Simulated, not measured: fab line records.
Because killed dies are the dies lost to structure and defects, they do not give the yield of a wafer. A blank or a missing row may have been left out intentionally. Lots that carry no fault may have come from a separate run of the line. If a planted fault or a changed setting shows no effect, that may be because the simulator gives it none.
Matching of chambers | flow n5 finfet | 4 sister chambers for N5_FIN_CUT_CUT_ETCH_15 on rie si-02
The step etches Si in HBr/Cl2/O2, target depth 100 nm, bt time 10 s, time 42.4 s. 8 wafers are shown with their chamber, then 9 later ones without.

## WAFERS, EACH WITH ITS CHAMBER
wafer  | chamber | throttle valve pct (%) | oes product au (a.u.)
L082.4 | 2       | 37.23                  | 1.009
L082.6 | 2       | 37.23                  | 1.005
L084.3 | 0       | 36.78                  | 1.004
L085.3 | 3       | 37.36                  | 0.966
L085.6 | 1       | 37.44                  | 0.991
L086.3 | 0       | 36.79                  | 0.997
L086.4 | 3       | 37.35                  | 0.958
L086.6 | 1       | 37.44                  | 0.997

## WAFERS WHOSE CHAMBER IS MISSING
wafer  | throttle valve pct (%) | oes product au (a.u.)
L087.1 | 37.24                  | 1.015
L087.2 | 37.34                  | 0.967
L087.5 | 37.44                  | 0.990
L091.1 | 37.44                  | 0.995
L091.4 | 37.33                  | 0.965
L091.5 | 37.45                  | 1.000
L096.1 | 37.44                  | 0.997
L096.4 | 37.34                  | 0.969
L096.5 | 37.24                  | 1.007

## THE CHAMBER EACH PASSED THROUGH
wafer  | from the rows above | in truth
L087.1 | 2                   | 2
L087.2 | 3                   | 3
L087.5 | 1                   | 1
L091.1 | 1                   | 1
L091.4 | 3                   | 3
L091.5 | 1                   | 1
L096.1 | 1                   | 1
L096.4 | 3                   | 3
L096.5 | 2                   | 2
Correct placement for 9 of the 9. Number that these rows cannot place: 0. Placed wrongly: 0.
How it was worked out, from the rows above alone: a wafer's distance from a chamber is the root of the sum, over the readings, of the square of ((its reading less the chamber's mean) divided by the reading's scatter). The wafer belongs to the nearest chamber; if the next one is less than 2 further off, it can't be placed. The mean given for a chamber averages the wafers shown for that chamber. The scatter: take each reading less its chamber's mean, square it, sum over the shown wafers, divide by the number of wafers less the number of chambers, and take the root.
